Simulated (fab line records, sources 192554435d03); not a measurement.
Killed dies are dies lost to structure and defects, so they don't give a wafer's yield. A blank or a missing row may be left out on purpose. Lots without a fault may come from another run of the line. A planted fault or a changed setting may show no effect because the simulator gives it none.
Chamber matching | flow n5_finfet | N5_SD_EPI_P_SD_RECESS_17 on rie_si-02: 4 sister chambers
The step chemistry HBr/Cl2/O2, target depth 39.1 nm, bt time 3 s. 4 wafers are shown with their chamber, then 8 later ones without.

WAFERS WITH THEIR CHAMBER
wafer  | chamber | drypump_motor_current_A (A)
L077.6 | 0       | 5.2
L083.3 | 2       | 4.9
L083.5 | 3       | 5.8
L093.2 | 1       | 5.5

WAFERS WITHOUT THEIR CHAMBER
wafer  | drypump_motor_current_A (A)
L093.4 | 4.8
L093.6 | 5.5
L092.1 | 5.2
L092.2 | 5.5
L092.3 | 5.8
L096.1 | 5.2
L096.4 | 5.5
L096.5 | 4.8

WHICH CHAMBER EACH WENT THROUGH
wafer  | from the rows above | in truth
L093.4 | 2                   | 2
L093.6 | 1                   | 1
L092.1 | 0                   | 0
L092.2 | 1                   | 1
L092.3 | 3                   | 3
L096.1 | 0                   | 0
L096.4 | 1                   | 1
L096.5 | 2                   | 2
Placed correctly: 8 of 8. Can't be placed from these rows: 0. Placed wrongly: 0.
How it was worked out, from the rows above alone: a wafer's distance from a chamber is the root of the sum, over the readings, of the square of ((its reading less the chamber's mean) divided by the reading's scatter). The wafer belongs to the nearest chamber; if the next one is less than 2 further off, it can't be placed. A chamber's mean is the mean of its shown wafers. The scatter: with one shown wafer a chamber, the root of the mean of the squares of how far each hidden wafer lies from its nearest shown one.
